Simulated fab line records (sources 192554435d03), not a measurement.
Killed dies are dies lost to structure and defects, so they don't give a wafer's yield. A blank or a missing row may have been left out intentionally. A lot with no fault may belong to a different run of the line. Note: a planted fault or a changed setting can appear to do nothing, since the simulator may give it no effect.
fab line records	flow n5_finfet
record: lots: 7	wafers: 39
route steps=1938 shown STI_FIN_REVEAL@183 DUMMY_GATE@228 HKMG_FIN@448 GATE_CUT@493 MOL_CONTACT_COAG@544 BEOL_M4@1111
start_h: the number of hours between the record's first day and the start of the first shown wafer of the lot	wait_h: hours from the lot's prior step to this one	" the same as in the row above	L1.1+2: a row that stands for several wafers	- no value present, or no start provided	* or withheld: withheld	< > ~ a bound
route shown NAME@n: a module of which the file shows steps, and the number in the route of the first	usual: mean/standard deviation taken from wafers without a fault	same: alike in all rows	chamber/n: place in a boat	sites: readings site by site	_std_site: their standard deviation	_edge_site: outer sites' mean less inner sites'	radius_mm: how far each site lies from the wafer's centre	mask NAME#n: copy n	behind: the tool/chamber that last shaped the wafer	hold: what put the lot on hold/how long, in hours/how the hold closed	device: the n, p or np transistor that did not switch	end of line: at the end of the route, the tests of the same wafers	a step without rows: its recipe alone	killed: dies that structure and defects cost at the first sort, which is not the same as the wafer's yield	map: a wafer's dies, x killed, . not, _ none there
set.NAME: the setting that was run; set.NAME@STEP: the one run at that earlier step	model.NAME: the simulator's own value behind a step, which no gauge read
one table per step and one row per wafer, for lots whose settings were changed on purpose
== steps ==
step: N5_STI_FIN_REVEAL_ALD_00
recipe: material: SiO2	target_thk_a: 10	temp_c: 300	ald_precursor_family: BDEAS	ald_co_reactant: O2-plasma	pulse_time_s: 1	pressure_torr: 2
step: N5_DUMMY_GATE_EXPOSE_12
recipe: mask_id: GATE	na: 0.33	source_shape: annular	sigma_inner: 0.2	sigma_outer: 0.6	polarization: unpolarized	target_cd_nm: 25	dose_mj: 34
step: N5_DUMMY_GATE_ETCH_31
recipe: chemistry: C4F6/O2	target: SiO2	mask_material: SOC	target_depth_a: 825	time_s: 27.5	ion_energy_ev: 250	pressure_mtorr: 30	source_w: 345	bias_w: 185	Ar_flow_sccm: 300	C4F6_flow_sccm: 10	O2_flow_sccm: 10
step: N5_DUMMY_GATE_ETCH_32
recipe: chemistry: CF4	target: SiO2	target_depth_a: 35	time_s: 3.9	ion_energy_ev: 350	pressure_mtorr: 10	icp_w: 800	bias_w: 400	cf4_flow_sccm: 80
step: N5_HKMG_FIN_NWFM_ALD_20
recipe: material: TiAlC	target_thk_a: 20	temp_c: 300	ald_precursor_family: TiCl4	ald_co_reactant: TEA	pulse_time_s: 3	purge_time_s: 2	co_reactant_purge_time_s: 2	co_reactant_pulse_time_s: 10	ald_cycles: 7	pressure_torr: 3
step: N5_GATE_CUT_ETCH_37
recipe: chemistry: N2/H2	target: SOC	target_depth_a: 600	overetch_a: 120	mask_material: SiARC	temp_c: 40	time_s: 90	ion_energy_ev: 200	pressure_mtorr: 30	source_w: 840	bias_w: 150	n2_flow_sccm: 200	h2_flow_sccm: 200
step: N5_MOL_CONTACT_COAG_ALD_20
recipe: material: TiN	target_thk_a: 15	temp_c: 400	ald_precursor_family: TiCl4	ald_co_reactant: NH3	pulse_time_s: 1	purge_time_s: 3	co_reactant_purge_time_s: 2	co_reactant_pulse_time_s: 2	ald_cycles: 68	pressure_torr: 3
step: N5_MOL_CONTACT_COAG_CVD_140
recipe: material: W	target_thk_a: 665	mode: selective_fill	temp_c: 300	time_s: 215
step: N5_BEOL_M4_RC_MEAS_101
usual: IOFF_N_LONG: 5.61e-05/2.9e-06
lot.wafer	tool	chamber	start_h	wait_h	set.target_thk_a@STI_FIN_REVEAL_ALD_00	set.dose_mj@DUMMY_GATE_EXPOSE_12	set.target_depth_a@DUMMY_GATE_ETCH_31	set.time_s@DUMMY_GATE_ETCH_32	set.co_reactant_pulse_time_s@HKMG_FIN_NWFM_ALD_20	set.bias_w@GATE_CUT_ETCH_37	set.ald_cycles@MOL_CONTACT_COAG_ALD_20	set.target_thk_a@MOL_CONTACT_COAG_CVD_140	IOFF_N_LONG[nA/um]
L074.1	prober-01	0	177.23	0.0	10	34	825	4.335	10	175.5	68	736.8	5.43e-05
L074.2	"	0	"	"	10	34	825	3.9	10	175.5	68	736.8	5.48e-05
L074.3	"	0	"	"	10	34	756.1	3.9	11.89	175.5	68	665	5.79e-05
L074.4	"	0	"	"	10	34	825	3.9	11.89	150	68	665	5.67e-05
L074.5	"	0	"	"	10	34	756.1	4.335	11.89	150	68	736.8	5.84e-05
L074.6	"	0	"	"	10	34	756.1	4.335	10	150	68	665	5.51e-05
L078.1	prober-01	0	200.37	0.2	10.58	34	825	4.302	8.267	150	68	665	4.55e-05
L078.2	"	0	"	"	10	32.39	788	4.302	10	127.5	68	665	5.07e-05
L078.3	"	0	"	"	10.58	32.39	788	3.9	8.267	127.5	68	709.1	4.59e-05
L078.4	"	0	"	"	10	34	788	4.302	10	150	68	709.1	5.04e-05
L078.5	"	0	"	"	10.58	34	825	3.9	10	127.5	68	709.1	5.04e-05
L078.6	"	0	"	"	10	32.39	825	3.9	8.267	150	68	665	4.52e-05
L084.1	prober-02	0	230.57	0.0	10	35.03	778.2	3.637	12.37	168.6	68	588.9	6.11e-05
L084.2	"	0	"	"	9.559	35.03	778.2	3.637	10	150	63	665	5.76e-05
L084.3	"	0	"	"	10	34	825	3.637	10	168.6	63	665	5.72e-05
L084.4	"	0	"	"	10	34	825	3.9	10	168.6	68	588.9	5.62e-05
L084.5	"	0	"	"	9.559	35.03	825	3.9	12.37	150	68	665	6.1e-05
L084.6	"	0	"	"	9.559	34	778.2	3.9	12.37	150	63	588.9	6.12e-05
L085.1	prober-02	0	232.60	0.0	10	34	825	4.771	10	136.5	58	665	5.86e-05
L085.2	"	0	"	"	10	34	889.8	3.9	10	150	58	665	5.64e-05
L085.3	"	0	"	"	10	36.37	825	4.771	12	150	58	665	6.14e-05
L085.4	"	0	"	"	10	34	825	3.9	12	136.5	68	665	6.35e-05
L085.5	"	0	"	"	10	36.37	889.8	4.771	10	150	68	665	5.76e-05
L085.6	"	0	"	"	10	36.37	889.8	3.9	12	136.5	68	665	6.09e-05
L086.1	prober-01	0	238.03	0.0	10	35.13	825	3.586	8.056	150	60	719.7	5.35e-05
L086.2	"	0	"	"	9.355	34	825	3.9	8.056	121.5	60	719.7	5.3e-05
L086.3	"	0	"	"	10	35.13	916.6	3.9	10	121.5	68	665	5.9e-05
L086.4	"	0	"	"	9.355	34	916.6	3.9	8.056	150	68	665	5.35e-05
L086.5	"	0	"	"	10	34	825	3.586	10	150	68	719.7	5.79e-05
L086.6	"	0	"	"	9.355	35.13	916.6	3.586	10	121.5	60	665	5.89e-05
L092.1	prober-02	0	284.65	0.0	10	34	825	3.9	10	150	68	665	5.81e-05
L092.3	"	0	"	"	10	34	825	3.9	10	150	68	665	5.78e-05
L092.5	"	0	"	"	10	34	825	3.9	10	150	68	665	5.64e-05
L094.1	prober-02	0	293.41	0.0	10	34	825	3.9	11.03	150	68	613.1	6.02e-05
L094.2	"	0	"	"	8.84	31.87	825	3.9	11.03	150	80	665	6.2e-05
L094.3	"	0	"	"	10	34	796.7	3.9	10	150	80	665	5.91e-05
L094.4	"	0	"	"	8.84	34	796.7	3.9	11.03	150	80	613.1	6.22e-05
L094.5	"	0	"	"	10	31.87	796.7	3.9	10	150	68	665	5.88e-05
L094.6	"	0	"	"	8.84	31.87	825	3.9	10	150	68	613.1	5.94e-05
== key ==
split: step: N5_STI_FIN_REVEAL_ALD_00	setting: target_thk_a	stated_as: 10
response none clear
split: step: N5_DUMMY_GATE_EXPOSE_12	setting: dose_mj	stated_as: 34
response none clear
split: step: N5_DUMMY_GATE_ETCH_31	setting: target_depth_a	stated_as: 825
response none clear
split: step: N5_DUMMY_GATE_ETCH_32	setting: time_s	stated_as: 3.9
response none clear
split: step: N5_HKMG_FIN_NWFM_ALD_20	setting: co_reactant_pulse_time_s	stated_as: 10
response: step: N5_BEOL_M4_RC_MEAS_101	reading: IOFF_N_LONG	slope: +2.08e-07	per: 1%	together_with: all	explained: 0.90
split: step: N5_GATE_CUT_ETCH_37	setting: bias_w	stated_as: 150
response none clear
split: step: N5_MOL_CONTACT_COAG_ALD_20	setting: ald_cycles	stated_as: 68
response none clear
split: step: N5_MOL_CONTACT_COAG_CVD_140	setting: target_thk_a	stated_as: 665
response none clear
